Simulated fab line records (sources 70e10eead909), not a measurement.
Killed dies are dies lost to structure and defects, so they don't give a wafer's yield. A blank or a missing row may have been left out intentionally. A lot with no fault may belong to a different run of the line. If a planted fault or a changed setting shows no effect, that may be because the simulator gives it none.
Which of the tools did it? :: flow nand_harc :: 13 lots with 39 wafers sampled at 2 steps, on a route of 1302 steps

## WHAT THE GAUGES READ, wafer by wafer
NHARC_P_GATE_OVL_MEAS_27. Usual: overlay_x_nm 0.1 nm, standard deviation 0.64; overlay_y_nm 0.2 nm, standard deviation 0.92.
lot: L389
measured: day 4 23:23
on: overlay-02
overlay_x_nm (nm): -0.4 -0.2 0.0
overlay_y_nm (nm): -0.4 0.2 -0.1
flag: 

lot: L390
measured: day 5 15:26
on: overlay-01
overlay_x_nm (nm): -1.0 -0.4 -0.4
overlay_y_nm (nm): 0.2 0.7 0.4
flag: 

lot: L391
measured: day 5 18:25
on: overlay-02
overlay_x_nm (nm): 0.7 0.9 0.7
overlay_y_nm (nm): -1.1 -0.7 -0.9
flag: 

lot: L392
measured: day 6 10:20
on: overlay-01
overlay_x_nm (nm): 0.9 1.4 0.8
overlay_y_nm (nm): 0.0 -0.7 -0.2
flag: 

lot: L394
measured: day 7 08:21
on: overlay-02
overlay_x_nm (nm): -1.3 -1.4 -1.7
overlay_y_nm (nm): 0.3 0.5 0.4
flag: 

lot: L396
measured: day 8 01:31
on: overlay-01
overlay_x_nm (nm): 0.8 -0.2 0.5
overlay_y_nm (nm): 1.4 1.9 1.5
flag: 

lot: L398
measured: day 8 23:19
on: overlay-01
overlay_x_nm (nm): 0.2 0.6 0.3
overlay_y_nm (nm): 0.1 0.4 -0.5
flag: 

lot: L400
measured: day 9 17:31
on: overlay-01
overlay_x_nm (nm): 0.1 0.8 0.5
overlay_y_nm (nm): 0.4 0.0 -0.1
flag: 

lot: L401
measured: day 9 23:14
on: overlay-02
overlay_x_nm (nm): 0.2 0.2 0.2
overlay_y_nm (nm): -0.4 0.1 0.3
flag: 

lot: L407
measured: day 12 22:04
on: overlay-01
overlay_x_nm (nm): 0.0 0.0 -0.5
overlay_y_nm (nm): -0.2 0.0 -0.4
flag: 

lot: L408
measured: day 13 03:46
on: overlay-02
overlay_x_nm (nm): -0.3 0.2 0.3
overlay_y_nm (nm): 0.1 -0.1 0.0
flag: 

lot: L409
measured: day 13 03:32
on: overlay-02
overlay_x_nm (nm): 0.4 0.6 0.6
overlay_y_nm (nm): -0.2 -0.1 0.0
flag: 

lot: L412
measured: day 14 07:53
on: overlay-02
overlay_x_nm (nm): -0.6 -0.7 -0.7
overlay_y_nm (nm): -1.4 -1.2 -1.3
flag: 

## WHAT TOOL EACH LOT RAN ON (gives the tool, then ch and the chambers of the sampled wafers, and finally the start)
lot: L389
NHARC_P_STI_ETCH_31: rie_diel-09 ch 0,1,3, day 4 23:23 or earlier

lot: L390
NHARC_P_STI_ETCH_31: rie_diel-10 ch 1,3, day 5 15:26 or earlier

lot: L391
NHARC_P_STI_ETCH_31: rie_diel-11 ch 2,3, day 5 18:25 or earlier

lot: L392
NHARC_P_STI_ETCH_31: rie_diel-11 ch 1,2,3, day 6 10:20 or earlier

lot: L394
NHARC_P_STI_ETCH_31: rie_diel-09 ch 1,2,3, day 7 08:21 or earlier

lot: L396
NHARC_P_STI_ETCH_31: rie_diel-11 ch 2,3, day 8 01:31 or earlier

lot: L398
NHARC_P_STI_ETCH_31: rie_diel-10 ch 0,2,3, day 8 23:19 or earlier

lot: L400
NHARC_P_STI_ETCH_31: rie_diel-09 ch 1,3, day 9 17:31 or earlier

lot: L401
NHARC_P_STI_ETCH_31: rie_diel-11 ch 0,3, day 9 23:14 or earlier

lot: L407
NHARC_P_STI_ETCH_31: rie_diel-10 ch 0,1,3, day 12 22:04 or earlier

lot: L408
NHARC_P_STI_ETCH_31: rie_diel-09 ch 2,3, day 13 03:46 or earlier

lot: L409
NHARC_P_STI_ETCH_31: rie_diel-10 ch 0,3, day 13 03:32 or earlier

lot: L412
NHARC_P_STI_ETCH_31: rie_diel-09 ch 0,2, day 14 07:53 or earlier
- NHARC_P_STI_ETCH_31: etches the open film in CF4/CHF3, target depth 108.9 nm, time 54.5 s.

## AS READ BY THE TOOLS THEMSELVES (means over the sampled wafers that have a number; for cases with no such wafer, the mark the record gives instead)
NHARC_P_STI_ETCH_31. Usual: for cf4_flow_sccm, 100.0 sccm with a standard deviation of 0.31; for chamber_pressure_mTorr, 24.999 mTorr with a standard deviation of 0.019; for drypump_motor_current_A, 5.59 A with a standard deviation of 0.3; for oes_product_au, 0.965 a.u. with a standard deviation of 0.017; for rf_vpp_V, 370.2 V with a standard deviation of 2; for showerhead_plenum_p_Torr, 1.56 Torr with a standard deviation of 0.055; for throttle_valve_pct, 16.802 % with a standard deviation of 0.0084.
lot: L389
tool: rie_diel-09
cf4_flow_sccm (sccm): 100.0
chamber_pressure_mTorr (mTorr): 25.009
drypump_motor_current_A (A): 5.62
oes_product_au (a.u.): 0.969
rf_vpp_V (V): 370.0
showerhead_plenum_p_Torr (Torr): 1.57
throttle_valve_pct (%): 16.801
flag: 

lot: L390
tool: rie_diel-10
cf4_flow_sccm (sccm): 100.0
chamber_pressure_mTorr (mTorr): 24.995
drypump_motor_current_A (A): 5.30
oes_product_au (a.u.): 0.970
rf_vpp_V (V): 369.3
showerhead_plenum_p_Torr (Torr): 1.52
throttle_valve_pct (%): 16.801
flag: 

lot: L391
tool: rie_diel-11
cf4_flow_sccm (sccm): 100.1
chamber_pressure_mTorr (mTorr): 25.008
drypump_motor_current_A (A): 5.78
oes_product_au (a.u.): 0.945
rf_vpp_V (V): 368.4
showerhead_plenum_p_Torr (Torr): 1.51
throttle_valve_pct (%): 16.805
flag: 

lot: L392
tool: rie_diel-11
cf4_flow_sccm (sccm): 100.2
chamber_pressure_mTorr (mTorr): 24.994
drypump_motor_current_A (A): 5.62
oes_product_au (a.u.): 0.969
rf_vpp_V (V): 371.1
showerhead_plenum_p_Torr (Torr): 1.56
throttle_valve_pct (%): 16.805
flag: 

lot: L394
tool: rie_diel-09
cf4_flow_sccm (sccm): 99.6
chamber_pressure_mTorr (mTorr): 25.010
drypump_motor_current_A (A): 5.82
oes_product_au (a.u.): 0.961
rf_vpp_V (V): 370.7
showerhead_plenum_p_Torr (Torr): 1.56
throttle_valve_pct (%): 16.792
flag: 

lot: L396
tool: rie_diel-11
cf4_flow_sccm (sccm): 100.0
chamber_pressure_mTorr (mTorr): 25.006
drypump_motor_current_A (A): 5.53
oes_product_au (a.u.): 0.942
rf_vpp_V (V): 369.0
showerhead_plenum_p_Torr (Torr): 1.52
throttle_valve_pct (%): 16.803
flag: 

lot: L398
tool: rie_diel-10
cf4_flow_sccm (sccm): 100.0
chamber_pressure_mTorr (mTorr): 24.991
drypump_motor_current_A (A): 5.52
oes_product_au (a.u.): 0.970
rf_vpp_V (V): 370.0
showerhead_plenum_p_Torr (Torr): 1.57
throttle_valve_pct (%): 16.802
flag: 

lot: L400
tool: rie_diel-09
cf4_flow_sccm (sccm): 99.7
chamber_pressure_mTorr (mTorr): 24.998
drypump_motor_current_A (A): 5.66
oes_product_au (a.u.): 0.982
rf_vpp_V (V): 368.8
showerhead_plenum_p_Torr (Torr): 1.52
throttle_valve_pct (%): 16.798
flag: 

lot: L401
tool: rie_diel-11
cf4_flow_sccm (sccm): 100.1
chamber_pressure_mTorr (mTorr): 24.995
drypump_motor_current_A (A): 5.89
oes_product_au (a.u.): 0.960
rf_vpp_V (V): 368.7
showerhead_plenum_p_Torr (Torr): 1.51
throttle_valve_pct (%): 16.799
flag: 

lot: L407
tool: rie_diel-10
cf4_flow_sccm (sccm): 100.1
chamber_pressure_mTorr (mTorr): 24.994
drypump_motor_current_A (A): 5.38
oes_product_au (a.u.): 0.962
rf_vpp_V (V): 370.0
showerhead_plenum_p_Torr (Torr): 1.55
throttle_valve_pct (%): 16.804
flag: 

lot: L408
tool: rie_diel-09
cf4_flow_sccm (sccm): 100.0
chamber_pressure_mTorr (mTorr): 24.996
drypump_motor_current_A (A): 5.98
oes_product_au (a.u.): 0.975
rf_vpp_V (V): 371.5
showerhead_plenum_p_Torr (Torr): 1.60
throttle_valve_pct (%): 16.811
flag: 

lot: L409
tool: rie_diel-10
cf4_flow_sccm (sccm): 100.2
chamber_pressure_mTorr (mTorr): 24.987
drypump_motor_current_A (A): 5.59
oes_product_au (a.u.): 0.970
rf_vpp_V (V): 369.6
showerhead_plenum_p_Torr (Torr): 1.56
throttle_valve_pct (%): 16.800
flag: 

lot: L412
tool: rie_diel-09
cf4_flow_sccm (sccm): 99.8
chamber_pressure_mTorr (mTorr): 25.012
drypump_motor_current_A (A): 5.81
oes_product_au (a.u.): 0.916
rf_vpp_V (V): 371.3
showerhead_plenum_p_Torr (Torr): 1.59
throttle_valve_pct (%): 16.808
flag: 

## THE ANSWER, worked out from the rows above alone
Rule: take the mean of a lot's wafers that have a number; if it is more than 3 standard deviations from the usual mean, the lot is off. A lot without any number at a reading at which 4 lots or more have one is off too. The other lots that the step has rows for count as sound. Order of review: gauges by route order, followed by the tools' own readings, for which a lot's mean as printed above is used. The first step at which some lot is off is used, and at that step the reading that is off furthest; a lot without a number counts as furthest.
None of the lots is off at any reading shown; this tells nothing.

## WHAT WAS PUT IN BY THE SIMULATOR
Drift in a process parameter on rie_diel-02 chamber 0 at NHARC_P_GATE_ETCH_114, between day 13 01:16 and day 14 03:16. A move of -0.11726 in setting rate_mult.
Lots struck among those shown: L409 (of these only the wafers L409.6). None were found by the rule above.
